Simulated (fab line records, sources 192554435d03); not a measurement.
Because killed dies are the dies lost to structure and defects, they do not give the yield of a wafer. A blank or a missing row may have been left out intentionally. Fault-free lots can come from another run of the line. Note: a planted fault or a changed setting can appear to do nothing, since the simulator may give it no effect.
What tool caused it? / flow n5 finfet / 10 lots, 28 wafers sampled, at 7 steps of a route of 1938

== WHAT THE GAUGES SHOWED, per wafer ==
N5_BEOL_M6_CD_MEAS_18: pitch 80 nm, target cd 40 nm.
lot=L450; measured=day 8 14:27; on=cd sem-01; cd nm (nm)=41.4 41.2 41.5
lot=L453; measured=day 9 21:29; on=cd sem-01; cd nm (nm)=40.0 40.7 40.1
lot=L456; measured=day 10 14:16; on=cd sem-03; cd nm (nm)=41.1 40.5
lot=L458; measured=day 10 14:54; on=cd sem-03; cd nm (nm)=39.7 39.1 39.9
lot=L459; measured=day 11 06:35; on=cd sem-01; cd nm (nm)=41.0 40.5 40.4
lot=L468; measured=day 13 21:22; on=cd sem-01; cd nm (nm)=40.6 40.8 40.7
lot=L470; measured=day 14 04:13; on=cd sem-01; cd nm (nm)=40.3 40.6 39.9
lot=L467; measured=day 14 11:26; on=cd sem-01; cd nm (nm)=39.7 39.1
lot=L471; measured=day 14 18:32; on=cd sem-03; cd nm (nm)=40.5 39.5 40.9
lot=L472; measured=day 15 10:08; on=cd sem-03; cd nm (nm)=39.7 40.1 40.0

N5_BEOL_M6_OCD_MEAS_38.
lot=L450; measured=day 8 18:05; on=ocd-02; trench depth nm (nm)=92.9 89.5 93.0
lot=L453; measured=day 9 23:22; on=ocd-01; trench depth nm (nm)=90.7 95.8 94.4
lot=L456; measured=day 10 16:37; on=ocd-02; trench depth nm (nm)=98.3 94.9
lot=L458; measured=day 10 16:35; on=ocd-02; trench depth nm (nm)=102.3 101.7 103.5
lot=L459; measured=day 11 07:41; on=ocd-01; trench depth nm (nm)=103.1 104.8 97.7
lot=L468; measured=day 13 23:26; on=ocd-01; trench depth nm (nm)=94.9 98.1 94.6
lot=L470; measured=day 14 05:56; on=ocd-02; trench depth nm (nm)=91.4 89.9 93.0
lot=L467; measured=day 14 14:10; on=ocd-02; trench depth nm (nm)=95.2 93.8
lot=L471; measured=day 14 19:55; on=ocd-02; trench depth nm (nm)=94.1 96.4 96.0
lot=L472; measured=day 15 12:26; on=ocd-01; trench depth nm (nm)=87.7 87.3 91.9

N5_BEOL_M6_CD_MEAS_35: target cd 40 nm, target cd y 28 nm.
lot=L450; measured=day 8 18:14; on=cd sem-02; cd nm (nm)=41.4 41.1 41.6
lot=L453; measured=day 9 23:31; on=cd sem-03; cd nm (nm)=40.2 40.4 40.2
lot=L456; measured=day 10 16:46; on=cd sem-03; cd nm (nm)=40.7 40.3
lot=L458; measured=day 10 16:44; on=cd sem-02; cd nm (nm)=40.1 39.3 40.3
lot=L459; measured=day 11 07:50; on=cd sem-03; cd nm (nm)=41.1 41.0 40.5
lot=L468; measured=day 13 23:35; on=cd sem-03; cd nm (nm)=40.7 41.2 41.1
lot=L470; measured=day 14 06:05; on=cd sem-01; cd nm (nm)=39.8 39.7 40.2
lot=L467; measured=day 14 14:19; on=cd sem-03; cd nm (nm)=39.8 39.3
lot=L471; measured=day 14 20:05; on=cd sem-01; cd nm (nm)=39.9 39.5 41.0
lot=L472; measured=day 15 12:36; on=cd sem-02; cd nm (nm)=39.9 39.8 39.7

N5_BEOL_M6_THK_MEAS_53: measures by xrf.
lot=L450; measured=day 8 20:04; on=film metro-02; M6_THK (nm)=79.4 73.8 75.6
lot=L453; measured=day 10 02:13; on=film metro-02; M6_THK (nm)=77.7 83.4 79.1
lot=L456; measured=day 10 19:35; on=film metro-02; M6_THK (nm)=85.9 83.8
lot=L458; measured=day 10 19:07; on=film metro-02; M6_THK (nm)=89.8 87.0 89.7
lot=L459; measured=day 11 11:08; on=film metro-01; M6_THK (nm)=87.8 88.8 82.8
lot=L468; measured=day 14 02:02; on=film metro-02; M6_THK (nm)=83.3 84.1 80.5
lot=L470; measured=day 14 09:55; on=film metro-02; M6_THK (nm)=76.3 75.9 79.7
lot=L467; measured=day 14 17:55; on=film metro-02; M6_THK (nm)=82.0 79.6
lot=L471; measured=day 14 22:07; on=film metro-01; M6_THK (nm)=78.2 80.1 82.9
lot=L472; measured=day 15 16:06; on=film metro-02; M6_THK (nm)=74.3 72.9 77.4

N5_BEOL_M6_RS_MEAS_57: the measuring method here is four-point-probe.
lot=L450; measured=day 8 20:12; on=film metro-02; M6_RS (ohm/sq)=0.290 0.315 0.305
lot=L453; measured=day 10 02:20; on=film metro-01; M6_RS (ohm/sq)=0.301 0.277 0.295
lot=L456; measured=day 10 19:43; on=film metro-01; M6_RS (ohm/sq)=0.268 0.275
lot=L458; measured=day 10 19:15; on=film metro-01; M6_RS (ohm/sq)=0.252 0.261 0.252
lot=L459; measured=day 11 11:16; on=film metro-02; M6_RS (ohm/sq)=0.255 0.252 0.274
lot=L468; measured=day 14 02:10; on=film metro-02; M6_RS (ohm/sq)=0.277 0.274 0.289
lot=L470; measured=day 14 10:02; on=film metro-02; M6_RS (ohm/sq)=0.310 0.312 0.294
lot=L467; measured=day 14 18:02; on=film metro-02; M6_RS (ohm/sq)=0.282 0.292
lot=L471; measured=day 14 22:14; on=film metro-01; M6_RS (ohm/sq)=0.299 0.288 0.279
lot=L472; measured=day 15 16:14; on=film metro-02; M6_RS (ohm/sq)=0.315 0.323 0.299

== WHAT TOOL EACH LOT RAN ON (gives the tool, then ch and the chambers of the sampled wafers, and finally the start) ==
lot=L450; N5_BEOL_M6_ETCH_72=rie diel-02 ch 1,2, day 8 17:41; N5_BEOL_M6_TRENCH_ETCH_37=rie diel-02 ch 1,2, day 8 17:55
lot=L453; N5_BEOL_M6_ETCH_72=rie diel-02 ch 0,1,3, day 9 22:58; N5_BEOL_M6_TRENCH_ETCH_37=rie diel-02 ch 0,1,3, day 9 23:13
lot=L456; N5_BEOL_M6_ETCH_72=rie diel-05 ch 0,2, day 10 16:14; N5_BEOL_M6_TRENCH_ETCH_37=rie diel-05 ch 0,2, day 10 16:28
lot=L458; N5_BEOL_M6_ETCH_72=rie diel-02 ch 0,2,3, day 10 16:12; N5_BEOL_M6_TRENCH_ETCH_37=rie diel-02 ch 0,2,3, day 10 16:26
lot=L459; N5_BEOL_M6_ETCH_72=rie diel-02 ch 0,1,3, day 11 07:17; N5_BEOL_M6_TRENCH_ETCH_37=rie diel-02 ch 0,1,3, day 11 07:32
lot=L468; N5_BEOL_M6_ETCH_72=rie diel-05 ch 0,2,3, day 13 23:03; N5_BEOL_M6_TRENCH_ETCH_37=rie diel-05 ch 0,2,3, day 13 23:17
lot=L470; N5_BEOL_M6_ETCH_72=rie diel-01 ch 1,2,3, day 14 05:33; N5_BEOL_M6_TRENCH_ETCH_37=rie diel-01 ch 1,2,3, day 14 05:47
lot=L467; N5_BEOL_M6_ETCH_72=rie diel-02 ch 0,2, day 14 13:46; N5_BEOL_M6_TRENCH_ETCH_37=rie diel-02 ch 0,2, day 14 14:01
lot=L471; N5_BEOL_M6_ETCH_72=rie diel-02 ch 0,3, day 14 19:32; N5_BEOL_M6_TRENCH_ETCH_37=rie diel-02 ch 0,3, day 14 19:46
lot=L472; N5_BEOL_M6_ETCH_72=rie diel-02 ch 1,2, day 15 12:03; N5_BEOL_M6_TRENCH_ETCH_37=rie diel-02 ch 1,2, day 15 12:17
- N5_BEOL_M6_ETCH_72: etches underlayer in N2/H2, target depth 6.5 nm, time 5.2 s.
- N5_BEOL_M6_TRENCH_ETCH_37: etches SiCOH lowk in C4F6/O2, target depth 94.435 nm, time 31.5 s.

== WHAT THE TOOLS THEMSELVES READ (means of the sampled wafers that have a number; where no wafer has one, the mark that the record gives instead) ==
N5_BEOL_M6_ETCH_72.
lot=L450; tool=rie diel-02; chamber pressure mTorr (mTorr)=29.99; drypump motor current A (A)=5.9; etch rf on time s (s)=5.49; oes product au (a.u.)=0.69; rf fwd power W (W)=817.4; rf vpp V (V)=529.2; showerhead plenum p Torr (Torr)=2.67; throttle valve pct (%)=17.67
lot=L453; tool=rie diel-02; chamber pressure mTorr (mTorr)=30.01; drypump motor current A (A)=5.0; etch rf on time s (s)=5.32; oes product au (a.u.)=0.65; rf fwd power W (W)=819.4; rf vpp V (V)=525.2; showerhead plenum p Torr (Torr)=2.60; throttle valve pct (%)=17.97
lot=L456; tool=rie diel-05; chamber pressure mTorr (mTorr)=29.95; drypump motor current A (A)=5.3; etch rf on time s (s)=5.04; oes product au (a.u.)=0.78; rf fwd power W (W)=819.4; rf vpp V (V)=522.5; showerhead plenum p Torr (Torr)=2.54; throttle valve pct (%)=17.78
lot=L458; tool=rie diel-02; chamber pressure mTorr (mTorr)=30.05; drypump motor current A (A)=5.4; etch rf on time s (s)=5.12; oes product au (a.u.)=0.67; rf fwd power W (W)=819.7; rf vpp V (V)=525.5; showerhead plenum p Torr (Torr)=2.59; throttle valve pct (%)=17.87
lot=L459; tool=rie diel-02; chamber pressure mTorr (mTorr)=30.00; drypump motor current A (A)=5.0; etch rf on time s (s)=5.26; oes product au (a.u.)=0.64; rf fwd power W (W)=819.8; rf vpp V (V)=523.0; showerhead plenum p Torr (Torr)=2.60; throttle valve pct (%)=17.99
lot=L468; tool=rie diel-05; chamber pressure mTorr (mTorr)=30.03; drypump motor current A (A)=5.2; etch rf on time s (s)=5.05; oes product au (a.u.)=0.72; rf fwd power W (W)=820.4; rf vpp V (V)=524.5; showerhead plenum p Torr (Torr)=2.54; throttle valve pct (%)=17.99
lot=L470; tool=rie diel-01; chamber pressure mTorr (mTorr)=29.98; drypump motor current A (A)=5.5; etch rf on time s (s)=5.47; oes product au (a.u.)=0.63; rf fwd power W (W)=818.6; rf vpp V (V)=525.9; showerhead plenum p Torr (Torr)=2.60; throttle valve pct (%)=18.07
lot=L467; tool=rie diel-02; chamber pressure mTorr (mTorr)=30.06; drypump motor current A (A)=5.6; etch rf on time s (s)=5.20; oes product au (a.u.)=0.65; rf fwd power W (W)=817.0; rf vpp V (V)=525.0; showerhead plenum p Torr (Torr)=2.59; throttle valve pct (%)=17.83
lot=L471; tool=rie diel-02; chamber pressure mTorr (mTorr)=30.02; drypump motor current A (A)=5.1; etch rf on time s (s)=5.06; oes product au (a.u.)=0.62; rf fwd power W (W)=817.4; rf vpp V (V)=524.1; showerhead plenum p Torr (Torr)=2.55; throttle valve pct (%)=18.05
lot=L472; tool=rie diel-02; chamber pressure mTorr (mTorr)=29.97; drypump motor current A (A)=5.5; etch rf on time s (s)=5.68; oes product au (a.u.)=0.63; rf fwd power W (W)=820.4; rf vpp V (V)=527.5; showerhead plenum p Torr (Torr)=2.66; throttle valve pct (%)=17.86

N5_BEOL_M6_TRENCH_ETCH_37.
lot=L450; tool=rie diel-02; chamber pressure mTorr (mTorr)=30.002; drypump motor current A (A)=5.9; mfc ar sccm (sccm)=299.7; oes_f_703_au (a.u.)=0.78; oes_o_777_au (a.u.)=0.78; oes product au (a.u.)=0.82; rf fwd power W (W)=341.2; rf vpp V (V)=661; showerhead plenum p Torr (Torr)=3.02; throttle valve pct (%)=21.03
lot=L453; tool=rie diel-02; chamber pressure mTorr (mTorr)=29.988; drypump motor current A (A)=5.0; mfc ar sccm (sccm)=299.7; oes_f_703_au (a.u.)=0.77; oes_o_777_au (a.u.)=0.78; oes product au (a.u.)=0.76; rf fwd power W (W)=340.4; rf vpp V (V)=674; showerhead plenum p Torr (Torr)=2.89; throttle valve pct (%)=20.91
lot=L456; tool=rie diel-05; chamber pressure mTorr (mTorr)=29.986; drypump motor current A (A)=5.3; mfc ar sccm (sccm)=299.8; oes_f_703_au (a.u.)=0.92; oes_o_777_au (a.u.)=0.91; oes product au (a.u.)=0.92; rf fwd power W (W)=338.9; rf vpp V (V)=663; showerhead plenum p Torr (Torr)=2.83; throttle valve pct (%)=20.78
lot=L458; tool=rie diel-02; chamber pressure mTorr (mTorr)=30.024; drypump motor current A (A)=5.5; mfc ar sccm (sccm)=300.1; oes_f_703_au (a.u.)=1.01; oes_o_777_au (a.u.)=0.97; oes product au (a.u.)=0.81; rf fwd power W (W)=423.0; rf vpp V (V)=600; showerhead plenum p Torr (Torr)=2.90; throttle valve pct (%)=20.94
lot=L459; tool=rie diel-02; chamber pressure mTorr (mTorr)=30.010; drypump motor current A (A)=5.0; mfc ar sccm (sccm)=299.8; oes_f_703_au (a.u.)=0.98; oes_o_777_au (a.u.)=0.96; oes product au (a.u.)=0.79; rf fwd power W (W)=422.2; rf vpp V (V)=604; showerhead plenum p Torr (Torr)=2.89; throttle valve pct (%)=20.94
lot=L468; tool=rie diel-05; chamber pressure mTorr (mTorr)=30.002; drypump motor current A (A)=5.2; mfc ar sccm (sccm)=299.5; oes_f_703_au (a.u.)=0.84; oes_o_777_au (a.u.)=0.83; oes product au (a.u.)=0.84; rf fwd power W (W)=339.5; rf vpp V (V)=668; showerhead plenum p Torr (Torr)=2.83; throttle valve pct (%)=20.89
lot=L470; tool=rie diel-01; chamber pressure mTorr (mTorr)=30.004; drypump motor current A (A)=5.5; mfc ar sccm (sccm)=299.6; oes_f_703_au (a.u.)=0.72; oes_o_777_au (a.u.)=0.74; oes product au (a.u.)=0.75; rf fwd power W (W)=337.9; rf vpp V (V)=675; showerhead plenum p Torr (Torr)=2.90; throttle valve pct (%)=21.05
lot=L467; tool=rie diel-02; chamber pressure mTorr (mTorr)=30.032; drypump motor current A (A)=5.6; mfc ar sccm (sccm)=298.5; oes_f_703_au (a.u.)=0.74; oes_o_777_au (a.u.)=0.73; oes product au (a.u.)=0.76; rf fwd power W (W)=341.0; rf vpp V (V)=673; showerhead plenum p Torr (Torr)=2.90; throttle valve pct (%)=20.93
lot=L471; tool=rie diel-02; chamber pressure mTorr (mTorr)=30.017; drypump motor current A (A)=5.1; mfc ar sccm (sccm)=300.4; oes_f_703_au (a.u.)=0.76; oes_o_777_au (a.u.)=0.76; oes product au (a.u.)=0.73; rf fwd power W (W)=339.7; rf vpp V (V)=671; showerhead plenum p Torr (Torr)=2.82; throttle valve pct (%)=20.97
lot=L472; tool=rie diel-02; chamber pressure mTorr (mTorr)=30.032; drypump motor current A (A)=5.4; mfc ar sccm (sccm)=301.0; oes_f_703_au (a.u.)=0.72; oes_o_777_au (a.u.)=0.72; oes product au (a.u.)=0.74; rf fwd power W (W)=341.8; rf vpp V (V)=664; showerhead plenum p Torr (Torr)=3.00; throttle valve pct (%)=21.09

== THE ANSWER, worked out from the rows above alone ==
Rule: usual is defined by the lots themselves. Put in order of their means at a reading, lots are off if they are a third of the lots or fewer, leave a main group of 4 or more, and stand apart from it by a gap of 3 or more times the standard deviation of the main group's means; of several such gaps the widest counts. A main group whose means are all the same, to the digits that the tables above print for the reading, isn't used. Also off: a lot with no number at a reading for which 4 or more lots have one. The other lots that the step has rows for count as sound. After the gauges, taken in route order, come the tools' own readings; for these a lot's mean is taken, as printed above. At the first step where some lot is off, the reading lying furthest off is the one used; lots without a number count as furthest.
Off, at N5_BEOL_M6_TRENCH_ETCH_37 on rf fwd power W: L458, L459. The main group has a mean of 340.1 W with a standard deviation of 1.2.
A tool fits if, at that step or a process step before it, it ran every lot that is off, and no sound lot after the first of them. No candidate that was tried fits.

== WHAT THE SIMULATOR HAD INSERTED ==
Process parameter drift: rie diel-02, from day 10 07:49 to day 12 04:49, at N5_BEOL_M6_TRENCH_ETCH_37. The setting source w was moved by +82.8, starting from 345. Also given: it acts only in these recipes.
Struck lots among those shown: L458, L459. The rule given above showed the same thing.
